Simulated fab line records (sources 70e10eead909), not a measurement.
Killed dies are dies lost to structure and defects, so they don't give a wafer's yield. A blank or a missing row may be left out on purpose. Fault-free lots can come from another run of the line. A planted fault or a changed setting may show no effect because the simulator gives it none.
Struck lot and sound lot, side by side :: flow nand-harc :: 22 out of 1302 route steps
Sound: the wafers L984.4, L984.5, L984.6. Wafers L998.2, L998.5, L998.6 were the ones struck. Last of all comes the cause.
Per side, at each step with rows, come the tool, then ch with its chambers, and then its first start. Under that, the readings that differ: sound wafers :: struck wafers :: difference of the means :: sigmas: that difference in standard deviations of wafers without a fault.
alike: same words and numbers on both sides, and readings whose means sit less than 2 such deviations apart. not compared: any withheld reading, any reading some wafer has no value for, any bound like >300 that may hide the same value, and any number with overlapping values for which the record gives no deviation.
The two part at a step that has a row with sigmas, a row that says differs or no value, or rows on one side only. Non-overlapping numbers with no deviation appear without sigmas and do not part them. A reading that every wafer of one side lacks parts them only if that side has two wafers or more.

NHARC_A_BLC_CVD_24: deposits W, target thk 150 nm, time 434 s.
  sound on cvd-w-02 ch 0,1; struck on cvd-w-01 ch 0,1
  alike: heater-power-w, mfc-ar-sccm, throttle-valve-pct
NHARC_A_BLC_CMP_25: polishes, t overpolish 30 s, target thk 150 nm.
  sound on cmp-03 ch 0,1,3, day 24 00:25; struck on cmp-01 ch 2,3, day 29 01:47
  alike: motor-current-A, overpolish-run-s, time-to-endpoint-s
after that, 1 step had no rows for these wafers: NHARC_A_BLC_SRD_27.
NHARC_A_BLC_INSPECT_28:
  struck on defect-inspect-02, day 29 02:11; sound on defect-inspect-02, day 24 00:48
  alike: raw-defect-count
then, 7 steps without rows for these wafers: NHARC_A_M0_DEP_00 (deposits SiOC, target thk 150 nm); NHARC_A_M0_DEHYDRATE_01 (time 120 s); NHARC_A_M0_HMDS_02 (time 30 s); NHARC_A_M0_COAT_33 (time 65 s); NHARC_A_M0_COAT_03 (resist thk 90 nm); NHARC_A_M0_SOFTBAKE_04 (time 55 s); NHARC_A_M0_EBR_05.
NHARC_A_M0_EXPOSE_06: exposes mask A M0, target cd 80 nm.
  sound on arfi-scanner-03 ch 0, day 24 01:31; struck on arfi-scanner-03 ch 0, day 29 02:58
reading: exposure-dose-mJ-cm2
sound: 83.33 83.34 83.33
struck: 62.69 62.61 62.73
difference: -20.66
sigmas: -99 or more
  alike: mask, reticle-temp-C
then, 2 steps without rows for these wafers: NHARC_A_M0_PEB_07 (peb time 65 s); NHARC_A_M0_DEVELOP_08 (develop time 35 s).
NHARC_A_M0_CD_MEAS_09 targets a cd of 80 nm.
  sound on cd-sem-01 ch 0, day 24 01:38; struck on cd-sem-01 ch 0, day 29 03:05
reading: cd-nm (nm)
sound: 79.7 78.5 80.6
struck: 61.4 60.6 60.9
difference: -18.6
sigmas: -21
NHARC_A_M0_OVL_MEAS_10: pitch 160 nm.
  struck on overlay-02, day 29 03:11; sound on overlay-01, day 24 01:43
reading: overlay-y-nm (nm)
sound: 1.9 1.6 1.9
struck: -0.9 -1.2 -0.6
difference: -2.7
sigmas: -3
  alike: overlay-x-nm
NHARC_A_M0_INSPECT_11:
  struck on defect-inspect-02, day 29 03:13; sound on defect-inspect-02, day 24 01:46
  alike: raw-defect-count
NHARC_A_M0_DESCUM_14: chemistry O2, time 3 s.
  sound on rie-diel-09 ch 1,2,3, day 24 01:50; struck on rie-diel-12 ch 2,3, day 29 03:17
reading: model.A_M0.cd-nm (nm)
sound: 79.41 78.96 81.49
struck: 61.33 60.21 60.99
difference: -19.11
sigmas: 
  alike: drypump-motor-current-A, mfc-ar-sccm, oes-product-au, rf-vpp-V, showerhead-plenum-p-Torr, throttle-valve-pct
  not compared: rf-hours-counter-h
NHARC_A_M0_ETCH_34: etches the open film in N2/H2, target depth 40 nm, overetch 12 nm, time 43.94 s.
  sound on rie-diel-09 ch 2,3, day 24 01:54; struck on rie-diel-12 ch 0,1,3, day 29 03:22
  alike: drypump-motor-current-A, mfc-ar-sccm, oes-product-au, rf-vpp-V, showerhead-plenum-p-Torr, throttle-valve-pct
  not compared: rf-hours-counter-h
NHARC_A_M0_ETCH_15: etches the open film in C4F8/Ar, target depth 150 nm, overetch 15 nm, time 82.5 s.
  sound on rie-diel-09 ch 0,2,3; struck on rie-diel-12 ch 0,1,2
reading: model.A_M0.cd-nm (nm)
sound: 78.77 78.47 80.52
struck: 60.72 59.83 60.86
difference: -18.78
sigmas: 
  alike: oes-product-au, rf-vpp-V
  not compared: rf-hours-counter-h
NHARC_A_M0_CD_MEAS_16:
  struck on cd-sem-02, day 29 03:35; sound on cd-sem-01, day 24 02:08
reading: cd-nm (nm)
sound: 78.8 78.2 80.7
struck: 60.8 59.8 61.0
difference: -18.7
sigmas: -16
NHARC_END_SORT_01:
  only the struck wafers appear in the record here, on prober-01 ch 0 at day 30 18:52; the sound ones have no rows

## WHERE THEY PART
Earliest at NHARC_A_M0_EXPOSE_06; latest, in this record, at NHARC_END_SORT_01.

WHY: what the simulator had put in
Process parameter drift: arfi-scanner-03, from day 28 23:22 on, at NHARC_A_M0_EXPOSE_06. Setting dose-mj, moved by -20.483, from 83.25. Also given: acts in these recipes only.
